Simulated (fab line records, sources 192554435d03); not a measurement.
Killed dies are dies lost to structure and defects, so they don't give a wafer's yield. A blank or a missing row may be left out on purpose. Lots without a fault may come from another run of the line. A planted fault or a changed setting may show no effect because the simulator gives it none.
A struck lot beside a sound one | flow n5_finfet | 21 steps out of a route of 1938
Sound: wafers L315.2, L315.4, L315.6. Struck: wafer L320.3. (L320.2, L320.6 of the same lot were not struck and are left out.) The cause comes at the end.
At each step with rows: each side's tool, then ch and its chambers, then its first start. Under that, the readings that differ: sound wafers | struck wafers | difference of the means | sigmas: that difference in standard deviations of wafers without a fault.
alike: readings whose means differ by less than 2 such deviations, and words and numbers that are the same on both sides. not compared: withheld readings, readings that some wafer has no value for, bounds like >300 that may hide the same value, and numbers for which the record gives no deviation and whose values overlap.
The two part at a step that has a row with sigmas, a row that says differs or no value, or rows on one side only. Numbers that don't overlap but have no deviation are shown without sigmas and don't part them. A reading that every wafer of one side lacks parts them only if that side has two wafers or more.

first, 7 steps without rows for these wafers: N5_HKMG_FIN_ALD_71 (deposits TiN, target thk 1 nm, pulse time 1 s, purge time 3 s); N5_HKMG_FIN_COAT_66 (time 60 s, resist thk 300 nm); N5_HKMG_FIN_ETCH_67 (etches SOC in N2/H2, stops on TiN, target depth 388.9 nm); N5_HKMG_FIN_STRIP_90 (strips SOC in N2/H2, time 20 s); N5_HKMG_FIN_WET_ETCH_73 (etches the open film in SC1, time 42.3 s, target depth 1.3 nm, rinse time 30 s); N5_HKMG_FIN_ETCHBACK_68 (etches the open film in Cl2/Ar, stops on HfO2, target depth 0.5 nm); N5_HKMG_FIN_STRIP_69 (strips in N2/H2, time 360 s).
N5_HKMG_FIN_ALD_21: deposits TiN, target thk 1.5 nm, pulse time 1 s, purge time 3 s.
  sound on ald_metal-03 ch 1,2,3, day 8 01:48; struck on ald_metal-03 ch 0, day 9 07:41
  alike: heater_power_w, precursor_pulse_height_rel
N5_HKMG_FIN_ALD_72: deposits W, target thk 2 nm, pulse time 1 s, purge time 2 s.
  sound on cvd_w-01 ch 0,1, day 8 02:10; struck on cvd_w-01 ch 0, day 9 08:03
  alike: heater_power_w, precursor_pulse_height_rel
N5_HKMG_FIN_W_FILL_22: material W, target thk 60 nm, time 18.2 s.
  sound on cvd_w-01 ch 0,1, day 8 02:14; struck on cvd_w-01 ch 0, day 9 08:07
  alike: heater_power_w, throttle_valve_pct
then, 2 steps without rows for these wafers: N5_HKMG_FIN_PRECLEAN_83 (cleans in DIW, time 57.5 s); N5_HKMG_FIN_SRD_84 (dry time 32 s).
N5_HKMG_FIN_CMP_23: polishes, stops on SiNx, t overpolish 10 s, target thk 46.326 nm.
  sound on cmp-04 ch 1,2, day 8 02:20; struck on cmp-02 ch 3, day 9 08:18
  reading                                   | sound          | struck | difference | sigmas
  time_to_endpoint_s (s)                    | 11.4 11.6 13.0 | 5.2    | -6.8       | -3
  model.W_of_HKMG_FIN_W_FILL_22.thk_nm (nm) | 48.6 47.6 45.6 | 45     | -2         |
  alike: edge_zone_pressure_frac, motor_current_A, overpolish_run_s, retaining_ring_pressure_frac
then, 1 step without rows for these wafers: N5_HKMG_FIN_CMP_94 (polishes, stops on SiNx, t overpolish 4.7 s, target thk 43.299 nm).
N5_HKMG_FIN_INSPECT_28: inspects for defects (darkfield).
  sound on defect_inspect-02, day 8 03:03; struck on defect_inspect-01, day 9 08:56
  alike: raw_defect_count
N5_GATE_CUT_ETCHBACK_00: etches W in SF6/Cl2.
  sound on rie_metal-01 ch 0,1, day 8 03:05; struck on rie_metal-01 ch 1, day 9 08:58
  alike: drypump_motor_current_A, oes_product_au, throttle_valve_pct
  not compared: rf_hours_counter_h, model.SiNx_of_SDB_ALD_29.thk_nm
N5_GATE_CUT_ETCH_56: etches TiN in Cl2/Ar, target depth 21.6 nm.
  sound on rie_metal-01 ch 0,1, day 8 03:12; struck on rie_metal-01 ch 1, day 9 09:05
  alike: drypump_motor_current_A, oes_product_au, throttle_valve_pct
  not compared: rf_hours_counter_h
N5_GATE_CUT_ETCHBACK_30: etches TiN in Cl2/Ar, target depth 3 nm.
  sound on rie_metal-01 ch 0,1, day 8 03:17; struck on rie_metal-01 ch 1, day 9 09:11
  reading                     | sound       | struck | difference | sigmas
  drypump_motor_current_A (A) | 5.3 5.3 6.4 | 6.4    | +0.7       | +2
  alike: oes_product_au, throttle_valve_pct
  not compared: rf_hours_counter_h, model.SiNx_of_SDB_ALD_29.thk_nm
N5_GATE_CUT_VAPOR_ETCH_60: etches HfO2 in BCl3/Cl2.
  sound on rie_metal-01 ch 0,1, day 8 03:19; struck on rie_metal-01 ch 1, day 9 09:13
  alike: drypump_motor_current_A, oes_product_au
-- the record jumps here: 4 days lie between the struck wafers' starts before and after (it left off in module GATE_CUT and takes up again in module BEOL_M4, whose first step shown is number 1111 of the route) --
N5_BEOL_M4_RC_MEAS_101:
  sound on prober-01 ch 0, day 11 22:28; struck on prober-01 ch 0, day 13 04:11
  alike: DIBL_N, DIBL_P, IOFF_N, IOFF_P, ION_N, ION_P, SS_N, SS_P, VT_N, VT_P
-- the record jumps here: 5 days lie between the struck wafers' starts before and after (it left off in module BEOL_M4 and takes up again in module PASSIVATION, whose first step shown is number 1936 of the route) --
N5_PASSIVATION_PROBE_49:
  sound on prober-02, day 16 16:37; struck on prober-02, day 18 04:31
  reading                | sound    | struck | difference | sigmas
  killed_at_other        | 9 5 6    | 2      | -5         | -2
  sort_bin_4_leakage (%) | 0 0 1.78 | 0      | -1         | -4
  alike: defect_limited_yield, killed_at_M0_to_M3, killed_at_M4_up, killed_at_contacts, killed_at_front_end, killed_dies, killed_on_rim, killed_open, killed_short, sort_bin_5_function, sort_bin_6_memory, sort_bin_8_speed, sort_n_pass, sort_yield_pct

WHERE THEY PART
First at N5_HKMG_FIN_CMP_23; last, within this record, at N5_PASSIVATION_PROBE_49.

WHY: what the simulator had put in
Process parameter drift: cmp-02, from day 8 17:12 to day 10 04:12, at N5_HKMG_FIN_CMP_23. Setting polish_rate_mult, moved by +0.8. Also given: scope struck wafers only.
